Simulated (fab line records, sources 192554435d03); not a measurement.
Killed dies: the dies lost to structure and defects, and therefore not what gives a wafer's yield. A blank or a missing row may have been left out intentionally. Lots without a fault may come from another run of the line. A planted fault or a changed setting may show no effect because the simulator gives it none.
Split-lot trial | flow n5_finfet | 7 lots, 39 wafers read, on a route of 1938 steps

== ABOUT THE SPLIT ==
At N5_MOL_CONTACT_COAG_VIA_ETCH_46 (etches SiO2 in C4F6/O2, target depth 46 nm, overetch 9.2 nm, time 40 s), the setting bias_w was moved away from the recipe's 455 W on 12 of the 39 wafers read, by +11.8% to +14.3%. All remaining wafers had this setting at the recipe value.

Reading taken at the split's own step.

== THE READING ==
rf_vpp_V, in V, at N5_MOL_CONTACT_COAG_VIA_ETCH_46 (etches SiO2 in C4F6/O2, target depth 46 nm, overetch 9.2 nm, time 40 s). Typical for fault-free wafers on this fab line: 1573 V, with standard deviation 27 V.

wafer  | tool, chamber at the split | bias_w as run, W | against the recipe | rf_vpp_V, V | against lot-mates on the recipe
L076.1 | rie_diel-03, 2             | 455              | recipe             | 1541        | -
L076.2 | rie_diel-03, 1             | 455              | recipe             | 1552        | -
L076.3 | rie_diel-03, 3             | 455              | recipe             | 1626        | -
L076.4 | rie_diel-03, 0             | 508.9            | +11.8%             | 1719        | +146
L076.5 | rie_diel-03, 0             | 508.9            | +11.8%             | 1719        | +146
L076.6 | rie_diel-03, 1             | 508.9            | +11.8%             | 1688        | +115
L080.1 | rie_diel-03, 2             | 455              | recipe             | 1542        | -
L080.2 | rie_diel-03, 3             | 455              | recipe             | 1626        | -
L080.3 | rie_diel-03, 0             | 455              | recipe             | 1582        | -
L080.4 | rie_diel-03, 1             | 455              | recipe             | 1553        | -
L080.5 | rie_diel-03, 3             | 455              | recipe             | 1625        | -
L080.6 | rie_diel-03, 2             | 455              | recipe             | 1539        | -
L085.3 | rie_diel-01, 3             | 455              | recipe             | 1574        | -
L085.4 | rie_diel-01, 2             | 455              | recipe             | 1623        | -
L085.6 | rie_diel-01, 1             | 455              | recipe             | 1550        | -
L086.1 | rie_diel-03, 2             | 509.2            | +11.9%             | 1674        | +87
L086.2 | rie_diel-03, 3             | 455              | recipe             | 1627        | -
L086.3 | rie_diel-03, 1             | 455              | recipe             | 1553        | -
L086.4 | rie_diel-03, 0             | 509.2            | +11.9%             | 1719        | +132
L086.5 | rie_diel-03, 0             | 455              | recipe             | 1582        | -
L086.6 | rie_diel-03, 3             | 509.2            | +11.9%             | 1766        | +179
L090.1 | rie_diel-03, 3             | 518.9            | +14.0%             | 1791        | +229
L090.2 | rie_diel-03, 1             | 455              | recipe             | 1552        | -
L090.3 | rie_diel-03, 2             | 518.9            | +14.0%             | 1700        | +138
L090.4 | rie_diel-03, 0             | 518.9            | +14.0%             | 1743        | +181
L090.5 | rie_diel-03, 1             | 455              | recipe             | 1553        | -
L090.6 | rie_diel-03, 0             | 455              | recipe             | 1581        | -
L093.1 | rie_diel-03, 0             | 455              | recipe             | 1581        | -
L093.2 | rie_diel-03, 2             | 455              | recipe             | 1540        | -
L093.3 | rie_diel-03, 3             | 455              | recipe             | 1624        | -
L093.4 | rie_diel-03, 1             | 455              | recipe             | 1551        | -
L093.5 | rie_diel-03, 0             | 455              | recipe             | 1582        | -
L093.6 | rie_diel-03, 3             | 455              | recipe             | 1626        | -
L096.1 | rie_diel-05, 1             | 455              | recipe             | 1575        | -
L096.2 | rie_diel-05, 3             | 519.9            | +14.3%             | 1740        | +172
L096.3 | rie_diel-05, 0             | 519.9            | +14.3%             | 1715        | +147
L096.4 | rie_diel-05, 1             | 519.9            | +14.3%             | 1741        | +173
L096.5 | rie_diel-05, 3             | 455              | recipe             | 1577        | -
L096.6 | rie_diel-05, 0             | 455              | recipe             | 1552        | -

FIT RESULTS
A straight line over all 39 wafers: rf_vpp_V changes by +11.4 V for each +1% of bias_w; r = +0.91; the points scatter about the line by 32 V.
The same after taking each lot's own level away (the mean of its wafers on the recipe; 39 wafers): +11.9 V for each +1%; r = +0.92; scatter 31 V.
Per that fit: largest bias_w move, reading shift of 1.7e+02 V.
The span of the lots' own levels, 1562.0 to 1587.3 V, comes to 0.9 times the standard deviation stated above.
The two slopes agree, so the slope changes little with the lot-to-lot level.
Check: +169 V against its lot-mates is what the line predicts for one of the wafers moved furthest among these (+14.3%) when that wafer is left out of the fit. Against them it came out at +172 V.
Tool readings at the split's step, against how far the setting was moved: rf_vpp_V r = +0.91.

== OTHER SPLITS ON THESE WAFERS ==
Note: prior to the reading, these wafers also went through further splits. Each is held against what the fit with the lots' levels taken away leaves over:
other split on the same wafers             | wafers away from the commonest value | r with rf_vpp_V (lot level and that fit taken away)
N5_GATE_CUT_CUT_ETCH_53 icp_w              | 9                                    | +0.04
N5_GATE_CUT_CUT_ETCH_54 icp_w              | 18                                   | -0.12
N5_MOL_CONTACT_COAG_IMPLANT_129 energy_kev | 18                                   | +0.13

== FILE'S OWN FIT ==
rf_vpp_V changes by +11.8 V for each +1% of bias_w, r = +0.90.
